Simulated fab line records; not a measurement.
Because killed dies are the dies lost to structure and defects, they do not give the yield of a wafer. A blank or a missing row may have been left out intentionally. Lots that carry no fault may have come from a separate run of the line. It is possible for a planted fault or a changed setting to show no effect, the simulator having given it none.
What tool caused it? ; flow nand harc ; 33 wafers from 11 lots sampled at 4 of the route's 1159 steps

WHAT EACH GAUGE READ, for each wafer
NHARC_P_CONTACT_INSPECT_14.
lot;measured;on;raw defect count
L075;day 5 14:14;defect inspect-01;4 2 5
L077;day 6 02:16;defect inspect-02;1 3 0
L079;day 6 23:38;defect inspect-02;3 4 2
L081;day 7 11:29;defect inspect-02;9 5 6
L083;day 7 10:13;defect inspect-02;0 3 5
L086;day 8 20:55;defect inspect-01;5 5 6
L088;day 8 21:56;defect inspect-01;2 7 4
L090;day 9 12:50;defect inspect-01;1 6 3
L092;day 9 22:33;defect inspect-01;5 2 1
L094;day 10 16:37;defect inspect-01;8 5 4
L096;day 10 23:59;defect inspect-01;7 7 5

WHICH TOOL RAN EACH LOT (tool, then ch and the chambers of the sampled wafers, then the start)
lot;NHARC_P_ZERO_WELL_DESCUM_39;NHARC_P_GATE_STRIP_108;NHARC_P_GATE_DESCUM_61
L075;rie diel-02 ch 0,1,2, day 1 22:18;rie diel-12 ch 0,2, day 4 17:23;rie diel-12 ch 1,3, day 5 06:58
L077;rie diel-05 ch 0,2, day 2 10:16;rie diel-12 ch 0,1,2, day 5 06:14;rie diel-12 ch 0,1, day 5 19:37
L079;rie diel-05 ch 0,2,3, day 2 22:27;rie diel-10 ch 0,1, day 6 03:55;rie diel-12 ch 2,3, day 6 17:04
L081;rie diel-01 ch 2,3, day 3 10:20;rie diel-13 ch 0,1,3, day 6 15:23;rie diel-10 ch 2,3, day 7 05:06
L083;rie diel-01 ch 0,1,3, day 3 22:17;rie diel-12 ch 0,1,3, day 6 14:23;rie diel-10 ch 0,1,2, day 7 03:43
L086;rie diel-01 ch 0,2,3, day 4 16:19;rie diel-12 ch 0,1, day 8 00:51;rie diel-12 ch 1,2, day 8 14:06
L088;rie diel-05 ch 0,1,3, day 5 04:26;rie diel-13 ch 0,2,3, day 8 01:04;rie diel-12 ch 0,1,2, day 8 14:15
L090;rie diel-01 ch 0,2, day 5 16:28;rie diel-12 ch 0,1,2, day 8 17:12;rie diel-12 ch 0,1,3, day 9 06:15
L092;rie diel-01 ch 2,3, day 6 04:16;rie diel-13 ch 0,1,2, day 9 00:33;rie diel-10 ch 1,2, day 9 13:58
L094;rie diel-02 ch 0,1,2, day 6 16:23;rie diel-12 ch 0,2, day 9 20:55;rie diel-12 ch 0,2,3, day 10 10:05
L096;rie diel-01 ch 1,2,3, day 7 04:19;rie diel-12 ch 1,2, day 10 04:38;rie diel-12 ch 0,1,2, day 10 17:35
- NHARC_P_ZERO_WELL_DESCUM_39: chemistry O2, time 3 s.
- NHARC_P_GATE_STRIP_108: strips in O2.
- NHARC_P_GATE_DESCUM_61: chemistry O2, time 3 s.

THE ANSWER, worked out from the rows above alone
Rule: usual is defined by the lots themselves. Put in order of their means at a reading, lots are off if they are a third of the lots or fewer, leave a main group of 4 or more, and stand apart from it by a gap of 3 or more times the standard deviation of the main group's means; of several such gaps the widest counts. If all means in a main group match to the digits the tables above print for the reading, that group is not used. A lot without any number at a reading at which 4 lots or more have one is off too. All remaining lots with rows at the step are treated as sound.
No lot is off on any of the readings shown, so nothing can be concluded from this.

WHAT THE SIMULATOR HAD PUT IN
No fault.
